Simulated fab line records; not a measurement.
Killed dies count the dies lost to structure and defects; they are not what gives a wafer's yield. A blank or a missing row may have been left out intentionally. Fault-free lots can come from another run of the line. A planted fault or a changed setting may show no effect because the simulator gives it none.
Comparing a struck lot with a sound one ; flow nand harc ; 16 out of 1302 route steps
Sound: these wafers, L825.3, L825.5, L825.6. Struck: wafer L835.3 (L835.1, L835.2, from the same lot, were not struck and are left out); the cause is given at the end.
Order at every step that has rows: each side's tool, ch and its chambers, its first start. Under that, the readings that differ: sound wafers ; struck wafers ; difference of the means ; sigmas: that difference in standard deviations of wafers without a fault.
alike: readings whose means differ by less than 2 such deviations, and words and numbers that are the same on both sides. not compared: withheld readings, readings that some wafer has no value for, bounds like >300 that may hide the same value, and numbers for which the record gives no deviation and whose values overlap.
The two part at a step that has a row with sigmas, a row that says differs or no value, or rows on one side only. Numbers that have no deviation but don't overlap get no sigmas and don't part them. Lack of a reading on every wafer of one side parts them only where that side has two or more wafers.

NHARC_A_M0_OVL_MEAS_10: pitch 160 nm.
  struck on overlay-01, day 31 04:25; sound on overlay-02, day 26 18:15
  alike: overlay x nm, overlay y nm
NHARC_A_M0_INSPECT_11:
  struck on defect inspect-01, day 31 04:27; sound on defect inspect-01, day 26 18:17
  alike: raw defect count
NHARC_A_M0_DESCUM_14: chemistry O2, time 3 s.
  sound on rie diel-01 ch 0,1,3, day 26 18:23; struck on rie diel-05 ch 0, day 31 04:31
reading;sound;struck;difference;sigmas
drypump motor current A (A);4.8 5.1 4.8;6.0;+1.1;+2
  alike: oes product au, rf vpp V, showerhead plenum p Torr, throttle valve pct
  not compared: rf hours counter h
NHARC_A_M0_ETCH_34: etches the open film in N2/H2, target depth 40 nm, overetch 12 nm, time 43.94 s.
  sound on rie diel-01 ch 2,3, day 26 18:26; struck on rie diel-05 ch 2, day 31 04:36
reading;sound;struck;difference;sigmas
drypump motor current A (A);4.7 4.7 5.9;6.4;+1.3;+3
  alike: oes product au, rf vpp V, showerhead plenum p Torr, throttle valve pct
  not compared: rf hours counter h
then, 1 step without rows for these wafers: NHARC_A_M0_ETCH_15 (etches the open film in C4F8/Ar, target depth 150 nm, overetch 15 nm, time 82.5 s).
NHARC_A_M0_CD_MEAS_16:
  struck on cd sem-01, day 31 04:49; sound on cd sem-03, day 26 18:39
  alike: cd nm
then, 4 steps without rows for these wafers: NHARC_A_M0_STRIP_18 (strips in N2/H2); NHARC_A_M0_STRIP_19 (strips in post etch residue remover, time 600 s); NHARC_A_M0_DEGAS_28 (time 60 s); NHARC_A_M0_PRE_CLEAN_29 (time 30 s).
NHARC_A_M0_PVD_20: deposits TaN, target thk 5 nm, time 8.06 s.
  sound on pvd sputter-03; struck on pvd sputter-02
  alike: throttle valve pct
NHARC_A_M0_PVD_21: deposits Cu, target thk 30 nm, time 20.49 s.
  sound on pvd sputter-03; struck on pvd sputter-02
  alike: throttle valve pct
NHARC_A_M0_ECD_22: material Cu, target thk 400 nm.
  sound on ecd cu-02 ch 0,1, day 26 19:47; struck on ecd cu-02 ch 0,1, day 31 05:49
NHARC_A_M0_ANNEAL_30: time 90 s.
  sound on rtp anneal-01 ch 0, day 26 20:07; struck on rtp anneal-01 ch 0, day 31 06:11
  alike: wafer_temp_C_max
NHARC_A_M0_CMP_23: polishes, t overpolish 20 s, target thk 113.75 nm.
  sound on cmp-04 ch 1,2, day 26 20:21; struck on cmp-01 ch 3, day 31 06:32
reading;sound;struck;difference;sigmas
time to endpoint s (s);27.5 27.6 26.6;44.6;+17.4;+6
  alike: motor current A, retaining ring pressure frac
NHARC_A_M0_THK_MEAS_24: measures by xrf.
  struck on film metro-01, day 31 06:52; sound on film metro-01, day 26 20:40
  alike: thk nm

WHERE THEY PART
Earliest at NHARC_A_M0_DESCUM_14; latest, in this record, at NHARC_A_M0_CMP_23. Later steps at which nothing parts them and some readings are alike: NHARC_A_M0_THK_MEAS_24.

WHY: whatever the simulator had introduced
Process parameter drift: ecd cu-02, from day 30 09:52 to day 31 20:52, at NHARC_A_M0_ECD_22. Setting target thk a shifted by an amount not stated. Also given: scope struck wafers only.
